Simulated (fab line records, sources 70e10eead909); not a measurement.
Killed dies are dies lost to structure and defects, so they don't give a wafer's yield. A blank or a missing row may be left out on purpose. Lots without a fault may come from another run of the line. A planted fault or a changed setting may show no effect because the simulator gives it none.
Which tool did it? | flow nand_harc | 11 lots, 33 wafers sampled, at 7 steps of a route of 1302

WHAT THE GAUGES READ, wafer by wafer
NHARC_A_ZERO_WELL_INSPECT_17. Usual: raw_defect_count 11, standard deviation 5.3.
lot  | measured     | on                | raw_defect_count | flag
L934 | day 6 23:43  | defect_inspect-02 | 7 13 13          |
L935 | day 7 04:43  | defect_inspect-02 | 11 9 6           |
L945 | day 11 17:02 | defect_inspect-02 | 296 295 275      | OFF
L946 | day 11 19:38 | defect_inspect-01 | 297 306 320      | OFF
L947 | day 12 05:46 | defect_inspect-01 | 8 5 20           |
L949 | day 12 20:29 | defect_inspect-01 | 19 6 7           |
L950 | day 13 21:01 | defect_inspect-01 | 9 18 27          |
L952 | day 14 16:07 | defect_inspect-02 | 15 11 12         |
L953 | day 15 01:17 | defect_inspect-01 | 17 21 20         |
L955 | day 15 10:58 | defect_inspect-02 | 13 8 11          |
L954 | day 15 12:15 | defect_inspect-02 | 9 15 11          |

NHARC_A_SOURCE_PLATE_INSPECT_08. Usual: raw_defect_count 59, standard deviation 22.
lot  | measured     | on                | raw_defect_count | flag
L934 | day 7 19:41  | defect_inspect-02 | 32 28 45         |
L935 | day 8 02:55  | defect_inspect-02 | 77 73 39         |
L945 | day 12 14:29 | defect_inspect-02 | 347 362 335      | OFF
L946 | day 12 14:30 | defect_inspect-01 | 344 350 365      | OFF
L947 | day 13 02:16 | defect_inspect-02 | 71 139 90        |
L949 | day 13 16:27 | defect_inspect-02 | 47 69 22         |
L950 | day 14 17:20 | defect_inspect-01 | 44 68 54         |
L952 | day 15 12:08 | defect_inspect-01 | 60 64 55         |
L953 | day 15 23:43 | defect_inspect-02 | 61 76 47         |
L955 | day 16 07:21 | defect_inspect-02 | 61 70 49         |
L954 | day 16 07:19 | defect_inspect-02 | 48 38 44         |

NHARC_A_ONON_D1_THK_MEAS_05: measures by ellipsometry. Usual: thk_nm 1000 nm, standard deviation 9.7.
lot  | measured     | on            | thk_nm (nm)    | flag
L934 | day 7 20:50  | film_metro-01 | 984 984 984    |
L935 | day 8 04:04  | film_metro-01 | 994 993 992    |
L945 | day 12 15:38 | film_metro-01 | 1006 1006 1007 |
L946 | day 12 15:46 | film_metro-02 | 1012 1012 1012 |
L947 | day 13 03:26 | film_metro-02 | 991 990 989    |
L949 | day 13 17:35 | film_metro-01 | 1007 1006 1005 |
L950 | day 14 18:28 | film_metro-02 | 998 997 1000   |
L952 | day 15 13:17 | film_metro-02 | 986 987 984    |
L953 | day 16 00:52 | film_metro-01 | 992 992 992    |
L955 | day 16 08:43 | film_metro-01 | 1011 1010 1010 |
L954 | day 16 08:27 | film_metro-01 | 1006 1006 1005 |

NHARC_END_SORT_01. Usual: killed_at_array 46, standard deviation 15; killed_at_other 0.8, standard deviation 1.1; killed_at_periphery 4.0, standard deviation 2.9; killed_dies 50, standard deviation 15; killed_open 3.2, standard deviation 1.8; killed_short 2.3, standard deviation 1.6.
lot  | measured     | on        | killed_at_array | killed_at_other | killed_at_periphery | killed_dies | killed_open | killed_short | flag
L945 | day 29 04:07 | prober-02 | 125 99 108      | 0 1 1           | 0 0 2               | 125 100 111 | 3 2 5       | 2 3 2        | OFF
L946 | day 29 03:16 | prober-01 | 87 77 96        | 0 0 0           | 1 1 1               | 88 78 97    | 2 6 2       | 0 1 1        |

WHICH TOOL RAN EACH LOT (tool, then ch and the chambers of the sampled wafers, then the start)
lot  | NHARC_P_BONDPAD_DESCUM_11          | NHARC_P_BONDPAD_ETCH_12                       | NHARC_A_ZERO_WELL_STRIP_14
L934 | rie_diel-08 ch 0,2,3, day 6 18:22  | rie_diel-08 ch 1,3, day 6 22:47 or earlier    | wet_bench-05 ch 5,6,7, day 6 22:47
L935 | rie_diel-11 ch 1,2,3, day 6 23:22  | rie_diel-11 ch 0,1, day 7 03:44 or earlier    | wet_bench-04 ch 4,5,7, day 7 03:44
L945 | rie_diel-08 ch 1,2,3, day 11 11:44 | rie_diel-08 ch 0,2, day 11 16:07 or earlier   | wet_bench-04 ch 2,4,5, day 11 16:07
L946 | rie_diel-08 ch 0,2,3, day 11 14:19 | rie_diel-08 ch 1,2,3, day 11 18:41 or earlier | wet_bench-04 ch 0,5,7, day 11 18:41
L947 | rie_diel-08 ch 0,3, day 12 00:28   | rie_diel-08 ch 1,2,3, day 12 04:50 or earlier | wet_bench-06 ch 0,1,2, day 12 04:50
L949 | rie_diel-08 ch 0,2,3, day 12 15:13 | rie_diel-08 ch 0,2,3, day 12 19:33 or earlier | wet_bench-06 ch 0,2,7, day 12 19:33
L950 | rie_diel-11 ch 1,3, day 13 15:48   | rie_diel-11 ch 1,2, day 13 20:04 or earlier   | wet_bench-05 ch 0,2,5, day 13 20:04
L952 | rie_diel-08 ch 0,1,2, day 14 10:46 | rie_diel-08 ch 1,2,3, day 14 15:08 or earlier | wet_bench-06 ch 0,4,7, day 14 15:08
L953 | rie_diel-04 ch 0,2,3, day 14 19:49 | rie_diel-04 ch 0,1, day 15 00:21 or earlier   | wet_bench-05 ch 2,3,4, day 15 00:21
L955 | rie_diel-08 ch 0,2, day 15 05:43   | rie_diel-08 ch 0,2, day 15 10:02 or earlier   | wet_bench-04 ch 3,4,5, day 15 10:02
L954 | rie_diel-04 ch 0,1,3, day 15 06:57 | rie_diel-04 ch 0,1,2, day 15 11:18 or earlier | wet_bench-05 ch 1,4,5, day 15 11:18
- NHARC_P_BONDPAD_DESCUM_11: chemistry O2, time 3 s.
- NHARC_P_BONDPAD_ETCH_12: etches the open film in CHF3/O2, target depth 200 nm, time 100 s.
- NHARC_A_ZERO_WELL_STRIP_14: strips in SPM, time 900 s.

WHAT THE TOOLS THEMSELVES READ (means of the sampled wafers that have a number; where no wafer has one, the mark that the record gives instead)
NHARC_P_BONDPAD_DESCUM_11. Usual: drypump_motor_current_A 5.6 A, standard deviation 0.45; oes_product_au 1.000 a.u., standard deviation 0.0071; rf_vpp_V 57.6 V, standard deviation 0.93; showerhead_plenum_p_Torr 1.88 Torr, standard deviation 0.063; throttle_valve_pct 11.312 %, standard deviation 0.0096.
lot  | tool        | drypump_motor_current_A (A) | oes_product_au (a.u.) | rf_vpp_V (V) | showerhead_plenum_p_Torr (Torr) | throttle_valve_pct (%) | flag
L934 | rie_diel-08 | 5.7                         | 1.005                 | 57.1         | 1.86                            | 11.313                 |
L935 | rie_diel-11 | 5.2                         | 0.999                 | 57.4         | 1.85                            | 11.310                 |
L945 | rie_diel-08 | 5.6                         | 0.999                 | 57.8         | 1.86                            | 11.303                 |
L946 | rie_diel-08 | 5.7                         | 1.004                 | 57.9         | 1.86                            | 11.308                 |
L947 | rie_diel-08 | 5.9                         | 1.004                 | 57.4         | 1.88                            | 11.306                 |
L949 | rie_diel-08 | 5.7                         | 0.995                 | 57.0         | 1.86                            | 11.304                 |
L950 | rie_diel-11 | 5.0                         | 1.007                 | 57.3         | 1.90                            | 11.317                 |
L952 | rie_diel-08 | 5.7                         | 1.001                 | 57.8         | 1.88                            | 11.311                 |
L953 | rie_diel-04 | 5.6                         | 1.004                 | 57.4         | 1.93                            | 11.312                 |
L955 | rie_diel-08 | 5.9                         | 1.008                 | 57.2         | 1.88                            | 11.320                 |
L954 | rie_diel-04 | 5.7                         | 0.999                 | 57.9         | 1.95                            | 11.314                 |

NHARC_P_BONDPAD_ETCH_12. Usual: drypump_motor_current_A 5.7 A, standard deviation 0.44; oes_product_au 0.940 a.u., standard deviation 0.021; rf_vpp_V 369.7 V, standard deviation 1.9; showerhead_plenum_p_Torr 2.36 Torr, standard deviation 0.076; throttle_valve_pct 20.573 %, standard deviation 0.0089.
lot  | tool        | drypump_motor_current_A (A) | oes_product_au (a.u.) | rf_vpp_V (V) | showerhead_plenum_p_Torr (Torr) | throttle_valve_pct (%) | flag
L934 | rie_diel-08 | 5.7                         | 0.978                 | 370.1        | 2.39                            | 20.579                 |
L935 | rie_diel-11 | 5.7                         | 0.917                 | 370.3        | 2.36                            | 20.569                 |
L945 | rie_diel-08 | 5.6                         | 0.924                 | 368.3        | 2.30                            | 20.572                 |
L946 | rie_diel-08 | 5.6                         | 0.929                 | 368.3        | 2.33                            | 20.575                 |
L947 | rie_diel-08 | 5.6                         | 0.927                 | 369.2        | 2.33                            | 20.582                 |
L949 | rie_diel-08 | 5.7                         | 0.926                 | 369.0        | 2.33                            | 20.575                 |
L950 | rie_diel-11 | 5.4                         | 0.979                 | 367.4        | 2.27                            | 20.573                 |
L952 | rie_diel-08 | 5.5                         | 0.915                 | 368.9        | 2.33                            | 20.565                 |
L953 | rie_diel-04 | 5.8                         | 0.925                 | 371.5        | 2.42                            | 20.580                 |
L955 | rie_diel-08 | 5.9                         | 0.959                 | 369.5        | 2.36                            | 20.569                 |
L954 | rie_diel-04 | 5.7                         | 0.920                 | 371.3        | 2.43                            | 20.576                 |

THE ANSWER, worked out from the rows above alone
Rule: a lot is off if the mean of its wafers that have a number lies more than 3 standard deviations from the usual mean. A lot without any number at a reading at which 4 lots or more have one is off too. The other lots that the step has rows for count as sound. The gauges are gone through in route order, then the tools' own readings, and for those a lot's mean is taken as printed above. The first step at which some lot is off is used, and at that step the reading that is off furthest; a lot without a number counts as furthest.
Off: L945, L946, at NHARC_A_ZERO_WELL_INSPECT_17 (raw_defect_count).
A tool fits if, at a process step before that reading, it ran every lot that is off, and no sound lot after the first of them. The gauges at NHARC_A_ZERO_WELL_INSPECT_17 are tried like those tools. NHARC_P_BONDPAD_ETCH_12 gives no start for some lots, so the hours and the order of its lots are those of NHARC_A_ZERO_WELL_STRIP_14. None of those tried fits.

WHAT THE SIMULATOR HAD PUT IN
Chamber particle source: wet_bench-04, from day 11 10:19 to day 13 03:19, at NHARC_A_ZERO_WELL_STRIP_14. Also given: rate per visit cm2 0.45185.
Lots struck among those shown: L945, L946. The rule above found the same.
